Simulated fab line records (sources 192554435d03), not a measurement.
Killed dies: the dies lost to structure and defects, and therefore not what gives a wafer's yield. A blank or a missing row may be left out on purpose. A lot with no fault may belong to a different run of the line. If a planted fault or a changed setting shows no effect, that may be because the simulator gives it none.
fab line records -- flow n5-finfet
record lots=8, wafers=24, last-day=20
route steps=1938 shown FIN_SAQP@90 FIN_CUT@165 BEOL_M4@1111 PASSIVATION@1936
lots with no fault: from the same line, run without faults
start-h: start of the lot's first displayed wafer, in hours after the record's first day -- wait-h: hours since the lot's step before -- " the same as in the row above -- L1.1+2: one row covering several wafers at once -- - value missing, or start not given -- * or withheld: withheld -- < > ~ a bound
route shown NAME@n: NAME is a module with steps in the file, n the number in the route of the first one -- usual: mean and standard deviation over wafers with no fault -- same: alike in all rows -- chamber/n: place in a boat -- sites: per-site readings -- _std_site: standard deviation of those values -- _edge_site: inner sites' mean taken away from outer sites' mean -- radius-mm: how far each site lies from the wafer's centre -- mask NAME#n: copy n -- behind: the last tool/chamber to shape the wafer -- hold: reason for holding the lot/hours on hold/outcome of the hold -- device: the transistor (n, p or np) that didn't switch -- end of line: the tests these same wafers got at the end of their route -- for a step that has no rows: nothing shown but its recipe -- killed: the dies lost at the first sort to structure and to defects; this is not the yield of the wafer -- map: shows each die of a wafer: x if killed, . if not, _ if none is there
set.NAME: the setting as run; set.NAME@STEP: as run at that earlier step -- model.NAME: the simulator's own value behind a step, which no gauge read
steps of the route over a sample of lots; a table a step, a row a wafer
services: from which hour (start-h, from the record's first day; less than 0 if before it) a tool's chamber was out of use, for how many hours, and why
## steps
# step N5_FIN_SAQP_PRECLEAN_42
# recipe chemistry=O3/DIW, time-s=60, temp-c=22, o3-ppm=10
# usual o3-ppm=10.00/0.1
lot.wafer,tool,chamber,start-h,wait-h,o3-ppm
L316.1,wet-bench-05,3,26.25,0.0,9.96
L316.3,wet-bench-05,6,26.25,0.0,9.97
L316.6,wet-bench-05,5,26.25,0.0,9.92
L320.2,wet-bench-06,2,49.98,0.0,9.89
L320.3,wet-bench-06,4,49.98,0.0,10.17
L320.4,wet-bench-06,3,49.98,0.0,9.85
L323.2,wet-bench-05,6,68.94,0.0,10.07
L323.5,wet-bench-05,7,68.94,0.0,9.96
L323.6,wet-bench-05,0,68.94,0.0,10.16
L327.3,wet-bench-06,2,92.24,0.0,9.99
L327.4,wet-bench-06,4,92.24,0.0,10.06
L327.5,wet-bench-06,3,92.24,0.0,10.03
L330.2,wet-bench-06,3,110.40,0.0,9.99
L330.4,wet-bench-06,1,110.40,0.0,9.94
L330.6,wet-bench-06,7,110.40,0.0,10.18
L333.1,wet-bench-05,5,128.84,0.0,9.90
L333.4,wet-bench-05,3,128.84,0.0,10.05
L333.6,wet-bench-05,1,128.84,0.0,10.01
L337.2,wet-bench-02,4,152.90,0.0,10.08
L337.3,wet-bench-02,5,152.90,0.0,10.05
L337.4,wet-bench-02,0,152.90,0.0,10.22
L338.1,wet-bench-02,2,159.15,0.0,9.98
L338.2,wet-bench-02,7,159.15,0.0,9.89
L338.4,wet-bench-02,3,159.15,0.0,10.11
# step N5_FIN_SAQP_ETCH_69
# recipe chemistry=N2/H2, target=SOC, target-depth-a=1500, stop-on=SiNx, ion-energy-ev=100, bias-w=61, pressure-mtorr=30, source-w=850, n2-flow-sccm=200, h2-flow-sccm=200
# usual chamber-pressure-mTorr=29.998/0.026, drypump-motor-current-A=5.6/0.55, n2-flow-sccm=200.0/0.66, oes-product-au=0.77/0.081, rf-vpp-V=240.8/1.2, showerhead-plenum-p-Torr=2.55/0.076, throttle-valve-pct=17.61/0.23
lot.wafer,tool,chamber,start-h,wait-h,chamber-pressure-mTorr,drypump-motor-current-A,n2-flow-sccm,oes-product-au,rf-hours-counter-h,rf-vpp-V,showerhead-plenum-p-Torr,throttle-valve-pct
L316.1,rie-diel-01,1,30.99,-,29.976,5.1,200.1,0.77,117,241.7,2.71,17.98
L316.3,rie-diel-01,0,30.99,-,30.014,5.5,199.1,0.74,147,240.9,2.55,17.78
L316.6,rie-diel-01,3,30.99,-,29.960,5.6,199.9,0.91,-,239.7,2.51,17.38
L320.2,rie-diel-04,0,55.15,-,30.009,5.7,200.3,0.71,195,240.6,2.50,17.50
L320.3,rie-diel-04,3,55.15,-,29.987,6.6,200.1,0.75,173,242.6,2.63,17.49
L320.4,rie-diel-04,2,55.15,-,30.004,4.9,199.7,0.75,-,241.3,2.57,17.39
L323.2,rie-diel-01,0,77.36,-,29.987,5.5,199.6,0.73,163,240.6,2.54,17.80
L323.5,rie-diel-01,1,77.36,-,29.957,5.0,200.6,0.76,-,240.9,2.70,18.00
L323.6,rie-diel-01,2,77.36,-,29.968,5.2,199.9,0.71,-,240.0,2.41,17.49
L327.3,rie-diel-01,1,96.86,-,29.963,5.1,199.2,0.75,139,243.0,2.70,18.01
L327.4,rie-diel-01,3,96.86,-,30.001,5.7,199.9,0.87,36,239.8,2.50,17.42
L327.5,rie-diel-01,0,96.86,-,30.016,5.5,200.2,0.72,-,240.5,2.54,17.81
L330.2,rie-diel-01,0,114.41,-,30.029,5.5,199.6,0.72,173,241.9,2.54,17.84
L330.4,rie-diel-01,2,114.41,-,30.037,5.2,199.1,0.70,214,241.6,2.40,17.49
L330.6,rie-diel-01,1,114.41,-,30.014,5.1,200.1,0.75,-,241.4,2.70,18.03
L333.1,rie-diel-04,2,133.05,-,30.021,4.9,200.3,0.73,128,242.0,2.56,17.43
L333.4,rie-diel-04,2,133.05,-,29.991,4.9,200.4,0.73,-,241.3,2.56,17.43
L333.6,rie-diel-04,3,133.05,-,30.048,6.5,200.3,0.71,-,242.1,2.62,17.54
L337.2,rie-diel-01,2,158.03,-,30.007,5.2,199.0,0.70,223,239.5,2.40,17.51
L337.3,rie-diel-01,3,158.03,-,29.998,5.6,201.0,0.86,51,239.0,2.50,17.44
L337.4,rie-diel-01,0,158.03,-,30.030,5.5,199.9,0.71,183,241.8,2.53,17.83
L338.1,rie-diel-04,2,163.71,-,29.980,4.9,200.0,0.72,135,239.7,2.56,17.42
L338.2,rie-diel-04,0,163.71,-,29.942,5.7,199.9,0.68,220,240.6,2.49,17.54
L338.4,rie-diel-04,3,163.71,-,29.997,6.5,200.3,0.71,203,242.0,2.61,17.55
# step N5_FIN_SAQP_STRIP_77
# recipe chemistry=N2/H2, time-s=90, power-w=100, temp-c=40, pressure-mtorr=100, rf-frequency-hz=6e+07, bias-power-w=3, n2-flow-sccm=300, h2-flow-sccm=300
# usual chamber-pressure-mTorr=99.99/0.1, drypump-motor-current-A=5.8/0.61, n2-flow-sccm=299.9/0.91, oes-product-au=0.79/0.088, rf-vpp-V=45.4/0.88, showerhead-plenum-p-Torr=3.40/0.084, throttle-valve-pct=12.02/0.22
lot.wafer,tool,chamber,start-h,wait-h,chamber-pressure-mTorr,drypump-motor-current-A,n2-flow-sccm,oes-product-au,rf-hours-counter-h,rf-vpp-V,showerhead-plenum-p-Torr,throttle-valve-pct
L316.1,rie-diel-04,2,31.99,0.0,99.94,4.9,300.6,0.79,94,45.7,3.42,11.76
L316.3,rie-diel-04,3,31.99,0.0,100.01,6.6,301.2,0.75,162,45.1,3.49,12.03
L316.6,rie-diel-04,2,31.99,0.0,99.96,4.9,300.3,0.79,-,45.8,3.42,11.78
L320.2,rie-diel-01,0,56.20,0.0,99.92,5.5,298.0,0.76,157,46.1,3.38,12.21
L320.3,rie-diel-01,1,56.20,0.0,99.89,5.1,299.8,0.76,127,46.1,3.58,12.33
L320.4,rie-diel-01,2,56.20,0.0,99.84,5.2,300.4,0.70,197,46.1,3.21,12.02
L323.2,rie-diel-05,1,78.57,0.0,100.03,6.4,299.4,0.93,10,43.7,3.32,11.71
L323.5,rie-diel-05,1,78.57,0.0,99.96,6.5,298.8,0.94,-,44.9,3.32,11.70
L323.6,rie-diel-05,0,78.57,0.0,100.09,5.3,299.1,0.83,-,47.0,3.41,11.91
L327.3,rie-diel-04,2,98.82,0.0,100.21,4.9,298.9,0.77,118,45.0,3.40,11.83
L327.4,rie-diel-04,0,98.82,0.0,99.85,5.8,298.6,0.70,207,45.0,3.31,12.12
L327.5,rie-diel-04,2,98.82,0.0,99.95,4.9,299.2,0.77,-,44.6,3.40,11.83
L330.2,rie-diel-04,0,115.38,0.0,99.96,5.8,300.3,0.68,211,45.7,3.31,12.13
L330.4,rie-diel-04,1,115.38,0.0,100.11,6.4,299.2,0.93,14,46.3,3.47,12.12
L330.6,rie-diel-04,0,115.38,0.0,99.86,5.8,300.0,0.69,-,44.9,3.31,12.12
L333.1,rie-diel-04,2,134.02,0.0,100.10,4.9,299.4,0.75,128,46.8,3.40,11.85
L333.4,rie-diel-04,3,134.02,0.0,100.05,6.6,300.5,0.72,-,45.8,3.47,12.11
L333.6,rie-diel-04,1,134.02,0.0,99.96,6.3,299.9,0.91,-,45.6,3.47,12.14
L337.2,rie-diel-04,0,159.12,0.0,100.02,5.7,301.0,0.68,219,43.4,3.31,12.14
L337.3,rie-diel-04,1,159.12,0.0,100.17,6.3,298.9,0.90,26,45.8,3.46,12.16
L337.4,rie-diel-04,3,159.12,0.0,99.90,6.6,299.7,0.72,202,45.5,3.47,12.13
L338.1,rie-diel-05,0,164.85,0.0,100.09,5.3,300.1,0.80,97,45.5,3.40,11.96
L338.2,rie-diel-05,2,164.85,0.0,99.92,5.4,298.7,0.77,132,45.3,3.37,11.88
L338.4,rie-diel-05,1,164.85,0.0,100.13,6.4,300.8,0.88,30,45.3,3.31,11.75
# step N5_FIN_SAQP_ETCH_64
# recipe chemistry=CF4, target=SiO2, target-depth-a=15, ion-energy-ev=350, pressure-mtorr=10, icp-w=800, bias-w=400, cf4-flow-sccm=80
# usual chamber-pressure-mTorr=9.999/0.0093, drypump-motor-current-A=5.7/0.42, oes-product-au=1.000/0.024, throttle-valve-pct=21.78/0.25
lot.wafer,tool,chamber,start-h,wait-h,chamber-pressure-mTorr,drypump-motor-current-A,oes-product-au,rf-hours-counter-h,throttle-valve-pct
L316.1,rie-si-02,0,32.16,0.0,9.990,5.9,1.006,145,21.66
L316.3,rie-si-02,1,32.16,0.0,9.992,6.0,0.958,60,21.93
L316.6,rie-si-02,3,32.16,0.0,10.003,4.8,0.976,-,21.44
L320.2,rie-si-02,2,56.37,0.0,10.004,5.3,1.009,74,21.53
L320.3,rie-si-02,3,56.37,0.0,9.998,4.8,0.953,76,21.46
L320.4,rie-si-02,1,56.37,0.0,10.003,5.9,0.969,60,21.92
L323.2,rie-si-01,3,78.75,0.0,10.005,5.8,1.057,106,21.39
L323.5,rie-si-01,3,78.75,0.0,9.995,5.8,1.053,-,21.38
L323.6,rie-si-01,0,78.75,0.0,9.989,5.4,1.003,-,21.95
L327.3,rie-si-01,0,98.99,0.0,9.989,5.4,1.001,6,21.96
L327.4,rie-si-01,1,98.99,0.0,9.998,5.7,0.993,11,22.30
L327.5,rie-si-01,0,98.99,0.0,9.988,5.4,1.005,-,21.97
L330.2,rie-si-04,0,115.55,0.0,9.984,6.1,1.007,110,21.72
L330.4,rie-si-04,2,115.55,0.0,10.000,5.2,1.010,129,21.99
L330.6,rie-si-04,1,115.55,0.0,10.008,5.6,1.010,-,21.81
L333.1,rie-si-01,3,134.19,0.0,10.006,5.8,1.063,107,21.39
L333.4,rie-si-01,1,134.19,0.0,10.006,5.8,1.000,12,22.29
L333.6,rie-si-01,2,134.19,0.0,10.009,6.0,0.992,-,21.55
L337.2,rie-si-02,3,159.29,0.0,9.993,4.8,0.965,78,21.45
L337.3,rie-si-02,2,159.29,0.0,9.995,5.3,1.019,76,21.53
L337.4,rie-si-02,1,159.29,0.0,10.020,5.9,0.959,62,21.92
L338.1,rie-si-01,1,165.02,0.0,9.986,5.7,0.993,13,22.27
L338.2,rie-si-01,0,165.02,0.0,10.002,5.5,1.005,7,21.98
L338.4,rie-si-01,3,165.02,0.0,9.988,5.8,1.042,108,21.39
# step N5_FIN_SAQP_INSPECT_40
# recipe inspect-instrument=brightfield, mode=aei
# usual raw-defect-count=234/64
lot.wafer,tool,chamber,start-h,wait-h,raw-defect-count
L316.1,defect-inspect-02,-,32.45,0.0,275
L316.3,defect-inspect-02,-,32.45,0.0,182
L316.6,defect-inspect-02,-,32.45,0.0,192
L320.2,defect-inspect-02,-,56.64,0.0,238
L320.3,defect-inspect-02,-,56.64,0.0,353
L320.4,defect-inspect-02,-,56.64,0.0,250
L323.2,defect-inspect-01,-,79.02,0.0,190
L323.5,defect-inspect-01,-,79.02,0.0,172
L323.6,defect-inspect-01,-,79.02,0.0,141
L327.3,defect-inspect-02,-,99.26,0.0,192
L327.4,defect-inspect-02,-,99.26,0.0,192
L327.5,defect-inspect-02,-,99.26,0.0,126
L330.2,defect-inspect-01,-,115.82,0.0,654
L330.4,defect-inspect-01,-,115.82,0.0,174
L330.6,defect-inspect-01,-,115.82,0.0,276
L333.1,defect-inspect-01,-,134.46,0.0,147
L333.4,defect-inspect-01,-,134.46,0.0,227
L333.6,defect-inspect-01,-,134.46,0.0,158
L337.2,defect-inspect-01,-,159.56,0.0,202
L337.3,defect-inspect-01,-,159.56,0.0,295
L337.4,defect-inspect-01,-,159.56,0.0,260
L338.1,defect-inspect-01,-,165.29,0.0,201
L338.2,defect-inspect-01,-,165.29,0.0,193
L338.4,defect-inspect-01,-,165.29,0.0,180
# step N5_FIN_CUT_INSPECT_10
# recipe mode=adi, inspect-instrument=brightfield
# usual raw-defect-count=43/12
lot.wafer,tool,chamber,start-h,wait-h,raw-defect-count
L316.1,defect-inspect-02,-,32.85,0.1,54
L316.3,defect-inspect-02,-,32.85,0.1,37
L316.6,defect-inspect-02,-,32.85,0.1,36
L320.2,defect-inspect-02,-,58.55,1.4,39
L320.3,defect-inspect-02,-,58.55,1.4,63
L320.4,defect-inspect-02,-,58.55,1.4,53
L323.2,defect-inspect-02,-,79.54,0.0,53
L323.5,defect-inspect-02,-,79.54,0.0,35
L323.6,defect-inspect-02,-,79.54,0.0,55
L327.3,defect-inspect-02,-,99.65,0.0,51
L327.4,defect-inspect-02,-,99.65,0.0,38
L327.5,defect-inspect-02,-,99.65,0.0,19
L330.2,defect-inspect-02,-,116.34,0.0,389
L330.4,defect-inspect-02,-,116.34,0.0,33
L330.6,defect-inspect-02,-,116.34,0.0,46
L333.1,defect-inspect-02,-,134.99,0.1,19
L333.4,defect-inspect-02,-,134.99,0.1,43
L333.6,defect-inspect-02,-,134.99,0.1,30
L337.2,defect-inspect-02,-,160.07,0.0,40
L337.3,defect-inspect-02,-,160.07,0.0,48
L337.4,defect-inspect-02,-,160.07,0.0,44
L338.1,defect-inspect-02,-,165.80,0.1,38
L338.2,defect-inspect-02,-,165.80,0.1,35
L338.4,defect-inspect-02,-,165.80,0.1,44
# step N5_FIN_CUT_INSPECT_17
# recipe inspect-instrument=brightfield, mode=aei
# usual raw-defect-count=235/62
lot.wafer,tool,chamber,start-h,wait-h,raw-defect-count
L316.1,defect-inspect-02,-,33.82,0.0,280
L316.3,defect-inspect-02,-,33.82,0.0,188
L316.6,defect-inspect-02,-,33.82,0.0,208
L320.2,defect-inspect-01,-,59.51,0.0,222
L320.3,defect-inspect-01,-,59.51,0.0,333
L320.4,defect-inspect-01,-,59.51,0.0,237
L323.2,defect-inspect-02,-,80.58,0.0,210
L323.5,defect-inspect-02,-,80.58,0.0,208
L323.6,defect-inspect-02,-,80.58,0.0,167
L327.3,defect-inspect-02,-,100.60,0.0,208
L327.4,defect-inspect-02,-,100.60,0.0,202
L327.5,defect-inspect-02,-,100.60,0.0,132
L330.2,defect-inspect-01,-,117.29,0.0,664
L330.4,defect-inspect-01,-,117.29,0.0,182
L330.6,defect-inspect-01,-,117.29,0.0,291
L333.1,defect-inspect-01,-,135.94,0.0,137
L333.4,defect-inspect-01,-,135.94,0.0,257
L333.6,defect-inspect-01,-,135.94,0.0,153
L337.2,defect-inspect-01,-,161.02,0.0,185
L337.3,defect-inspect-01,-,161.02,0.0,285
L337.4,defect-inspect-01,-,161.02,0.0,270
L338.1,defect-inspect-01,-,166.75,0.0,214
L338.2,defect-inspect-01,-,166.75,0.0,196
L338.4,defect-inspect-01,-,166.75,0.0,180
# step N5_BEOL_M4_RC_MEAS_101
# usual DIBL_N=37.1/2.6, DIBL_P=38/3, IOFF_N=0.18/0.052, IOFF_P=0.25/0.06, ION_N=678/15, ION_P=467/8.6, SS_N=71.7/0.73, SS_P=73.7/0.89, VT_N=249/4.3, VT_P=-248/3.8
lot.wafer,tool,chamber,start-h,wait-h,DIBL_N[mV/V],DIBL_P[mV/V],IOFF_N[nA/um],IOFF_P[nA/um],ION_N[uA/um],ION_P[uA/um],SS_N[mV/dec],SS_P[mV/dec],VT_N[mV],VT_P[mV]
L316.1,prober-02,0,228.07,0.0,34.6,36,0.13,0.18,657,448,70.1,72.9,253,-255
L316.3,prober-02,0,228.07,0.0,40.1,42,0.26,0.29,688,468,72.2,74.8,242,-245
L316.6,prober-02,0,228.07,0.0,36.5,38,0.17,0.22,667,459,72.0,72.7,249,-251
L320.2,prober-02,0,273.11,0.2,34.7,34,0.13,0.22,659,464,71.6,73.4,251,-247
L320.3,prober-02,0,273.11,0.2,33.9,33,0.12,0.19,661,461,71.3,72.3,253,-251
L320.4,prober-02,0,273.11,0.2,34.8,35,0.13,0.23,674,475,71.1,72.6,255,-246
L323.2,prober-02,0,285.15,0.2,40.1,41,0.23,0.33,688,477,71.7,74.0,246,-242
L323.5,prober-02,0,285.15,0.2,41.5,40,0.26,0.32,700,475,73.2,74.5,243,-243
L323.6,prober-02,0,285.15,0.2,40.5,39,0.26,0.30,686,470,71.8,74.3,242,-246
L327.3,prober-02,0,300.52,0.3,36.7,38,0.18,0.25,675,469,71.2,73.2,246,-249
L327.4,prober-02,0,300.52,0.3,35.2,37,0.16,0.24,693,476,70.9,74.2,249,-247
L327.5,prober-02,0,300.52,0.3,37.4,39,0.19,0.26,671,461,71.9,74.3,248,-249
L330.2,prober-01,0,317.31,0.2,34.6,36,0.12,0.22,669,471,71.3,73.4,256,-249
L330.4,prober-01,0,317.31,0.2,38.4,38,0.18,0.24,671,469,71.9,73.8,250,-248
L330.6,prober-01,0,317.31,0.2,40.5,41,0.23,0.32,693,476,72.6,74.8,246,-243
L333.1,prober-01,0,351.78,0.7,32.3,34,0.11,0.17,661,452,70.5,71.0,253,-252
L333.4,prober-01,0,351.78,0.7,36.0,38,0.17,0.25,662,461,72.2,74.0,247,-248
L333.6,prober-01,0,351.78,0.7,32.8,34,0.12,0.18,671,469,70.6,71.9,254,-252
L337.2,prober-02,0,367.82,0.2,36.5,39,0.19,0.26,704,484,71.2,74.6,244,-243
L337.3,prober-02,0,367.82,0.2,37.0,39,0.19,0.26,674,462,72.0,73.8,248,-248
L337.4,prober-02,0,367.82,0.2,38.3,41,0.23,0.30,700,477,71.3,74.7,245,-248
L338.1,prober-02,0,375.35,0.0,39.7,42,0.26,0.32,694,474,72.8,75.2,241,-245
L338.2,prober-02,0,375.35,0.0,40.2,42,0.25,0.33,682,475,72.6,74.5,246,-245
L338.4,prober-02,0,375.35,0.0,38.0,39,0.22,0.26,681,466,72.4,74.2,245,-246
# step N5_PASSIVATION_PROBE_49
# usual defect-limited-yield=91.4/1.4, killed_at_M0_to_M3=34/9.1, killed_at_M4_up=14/5.2, killed-at-contacts=12/6.4, killed-at-front-end=38/11, killed-at-other=3.7/2.8, killed-dies=102/17, killed-on-rim=14/3.9, killed-open=68/13, killed-short=32/7.8, sort_bin_5_function=5.1/1, sort_bin_6_memory=3.2/0.66, sort-n-pass=1076/19, sort-yield-pct=91.2/1.6
# same gross-dies=1180, killed-at-back-side=0, sort_bin_4_leakage[%]=0, sort_bin_8_speed[%]=0
lot.wafer,tool,chamber,start-h,wait-h,defect-limited-yield[%],killed_at_M0_to_M3,killed_at_M4_up,killed-at-contacts,killed-at-front-end,killed-at-other,killed-dies,killed-on-rim,killed-open,killed-short,sort_bin_5_function[%],sort_bin_6_memory[%],sort-n-pass,sort-yield-pct[%]
L327.3,prober-01,-,405.34,0.1,92.6,36,15,7,28,1,87,10,62,24,4.4,2.9,1093,92.6
L327.4,prober-01,-,405.39,0.2,90.1,36,27,5,47,2,117,18,85,27,5.3,4.3,1063,90.1
L327.5,prober-01,-,405.44,0.2,92.2,38,10,9,33,2,92,9,56,34,4.2,3.3,1088,92.2
L330.2,prober-02,-,422.47,0.1,85.3,27,11,18,116,2,174,32,67,28,9.0,3.1,1006,85.3
L330.4,prober-02,-,422.57,0.2,93.9,18,8,25,18,3,72,16,49,22,3.7,2.3,1108,93.9
L330.6,prober-02,-,422.67,0.3,90.4,33,13,21,43,3,113,16,78,32,6.6,2.7,1067,90.4
L333.1,prober-01,-,468.81,0.0,91.9,41,13,5,32,5,96,15,66,30,5.2,2.7,1084,91.9
L333.4,prober-01,-,468.96,0.2,94.8,26,7,9,16,3,61,10,43,17,2.9,1.9,1119,94.8
L333.6,prober-01,-,469.06,0.3,92.4,46,12,13,17,2,90,13,68,22,4.8,2.6,1090,92.4
# killed by level:class
L327.3 BEOL_M0_SAQP:geometric-particle:open=11 BEOL_M4:geometric-particle:open=9 FIN_SAQP:geometric-particle:open=8 BEOL_M1:geometric-particle:open=8 GATE_CUT:geometric-particle:short=5 BEOL_M2:geometric-particle:open=5 MOL_CONTACT_COAG:geometric-particle:open=4 BEOL_M0_SAQP:geometric-particle:short=4
L327.4 BEOL_M4:geometric-particle:open=14 BEOL_M2:geometric-particle:open=11 BEOL_M0_SAQP:geometric-particle:open=9 FIN_SAQP:geometric-particle:open=8 DUMMY_GATE:geometric-particle:open=8 STARTING-WAFER:geometric-particle:open=6 FIN_SAQP:geometric-particle:short=5 GATE_CUT:geometric-particle:open=5
L327.5 BEOL_M2:geometric-particle:open=9 MOL_CONTACT_COAG:geometric-particle:open=8 BEOL_M0_SAQP:geometric-particle:open=8 BEOL_M1:geometric-particle:open=8 BEOL_M0_SAQP:geometric-particle:short=6 FIN_SAQP:geometric-particle:open=5 GATE_CUT:geometric-particle:short=4 STARTING-WAFER:geometric-particle:short=4
L330.2 FIN_SAQP:unspecified=78 MOL_CONTACT_COAG:geometric-particle:open=16 STI_FIN_REVEAL:geometric-particle:open=13 BEOL_M1:geometric-particle:short=7 BEOL_M2:geometric-particle:open=6 BEOL_M4:geometric-particle:open=6 DUMMY_GATE:geometric-particle:open=5 BEOL_M0_SAQP:geometric-particle:short=4
L330.4 MOL_CONTACT_COAG:geometric-particle:open=18 STI_FIN_REVEAL:geometric-particle:open=7 MOL_CONTACT_COAG:geometric-particle:short=7 BEOL_M0_SAQP:geometric-particle:open=6 BEOL_M1:geometric-particle:open=3 BEOL_M3:geometric-particle:short=3 SPACER0:geometric-particle:short=2 ILD0:geometric-particle:short=2
L330.6 STI_FIN_REVEAL:geometric-particle:open=21 MOL_CONTACT_COAG:geometric-particle:open=18 BEOL_M0_SAQP:geometric-particle:short=11 BEOL_M2:geometric-particle:open=6 BEOL_M0_SAQP:geometric-particle:open=5 FIN_SAQP:geometric-particle:open=3 STI_FIN_REVEAL:geometric-particle:short=3 DUMMY_GATE:geometric-particle:open=3
L333.1 BEOL_M0_SAQP:geometric-particle:open=17 BEOL_M0_SAQP:geometric-particle:short=13 FIN_SAQP:geometric-particle:open=9 BEOL_M4:geometric-particle:open=6 STI_FIN_REVEAL:geometric-particle:open=4 MOL_CONTACT_COAG:geometric-particle:open=4 BEOL_M3:geometric-particle:open=4 FIN_SAQP:geometric-particle:short=3
L333.4 MOL_CONTACT_COAG:geometric-particle:open=9 BEOL_M2:geometric-particle:open=8 BEOL_M3:geometric-particle:open=7 STI_FIN_REVEAL:geometric-particle:open=5 BEOL_M0_SAQP:geometric-particle:short=5 BEOL_M5:geometric-particle:short=3 BEOL_M4:geometric-particle:open=3 STARTING-WAFER:geometric-particle:open=3
L333.6 BEOL_M3:geometric-particle:open=12 MOL_CONTACT_COAG:geometric-particle:open=8 BEOL_M0_SAQP:geometric-particle:open=8 BEOL_M1:geometric-particle:open=8 BEOL_M4:geometric-particle:open=8 BEOL_M2:geometric-particle:open=7 STI_FIN_REVEAL:geometric-particle:open=5 MOL_CONTACT_COAG:geometric-particle:short=5
## services
tool,chamber,start-h,hours,kind
rie-diel-05,1,2.78,-,clean
rie-diel-05,1,2.78,-,consumable-replace:focus-ring
rie-diel-05,1,2.78,27.2,scheduled-down
rie-diel-05,1,2.78,27.2,vent-cycle
rie-si-02,1,3.52,1.0,repair
rie-diel-05,2,27.33,21.1,repair
rie-diel-05,1,30.14,9.1,repair
rie-diel-04,1,39.67,-,clean
rie-diel-04,1,39.67,-,consumable-replace:focus-ring
rie-diel-04,1,39.67,17.4,scheduled-down
rie-diel-04,1,39.67,17.4,vent-cycle
rie-diel-05,-,48.53,14.6,pm
rie-si-01,3,60.56,6.1,repair
rie-si-01,2,66.22,8.1,repair
rie-si-01,0,88.52,5.4,repair
rie-diel-05,3,105.73,-,clean
rie-diel-05,3,105.73,-,consumable-replace:focus-ring
rie-diel-05,3,105.73,15.2,scheduled-down
rie-diel-01,1,110.94,3.2,repair
rie-diel-01,-,123.84,1.0,repair
rie-diel-04,0,130.04,8.7,repair
wet-bench-06,-,141.04,3.0,repair
rie-si-01,2,145.67,10.1,repair
rie-diel-01,-,147.93,0.5,repair
## key
first-sign step=N5_FIN_SAQP_INSPECT_40, reading=raw-defect-count, direction=up, sigmas=6.5, usual=234, struck=654
effect step=N5_FIN_CUT_INSPECT_10, reading=raw-defect-count, direction=up, sigmas=29, usual=43, struck=389
effect step=N5_FIN_CUT_INSPECT_17, reading=raw-defect-count, direction=up, sigmas=7, usual=235, struck=664
effect step=N5_PASSIVATION_PROBE_49, reading=killed-at-front-end, direction=up, sigmas=6.8, usual=38, struck=116
more-kills-born-at N5_FIN_SAQP_PRECLEAN_42@wet-bench-06=78
met-at N5_FIN_SAQP_PRECLEAN_42
struck-lots L330
struck-wafers L330.2
not-acting-at N5_FIN_SAQP_ETCH_69,N5_FIN_SAQP_STRIP_77,N5_FIN_SAQP_ETCH_64
onset-between 92.24 110.40
fault kind=chamber-particle-source, tool=wet-bench-06, chamber=3, onset-h=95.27, steps=N5_FIN_SAQP_PRECLEAN_42, rate-per-visit-cm2=0.51783, end-h=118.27
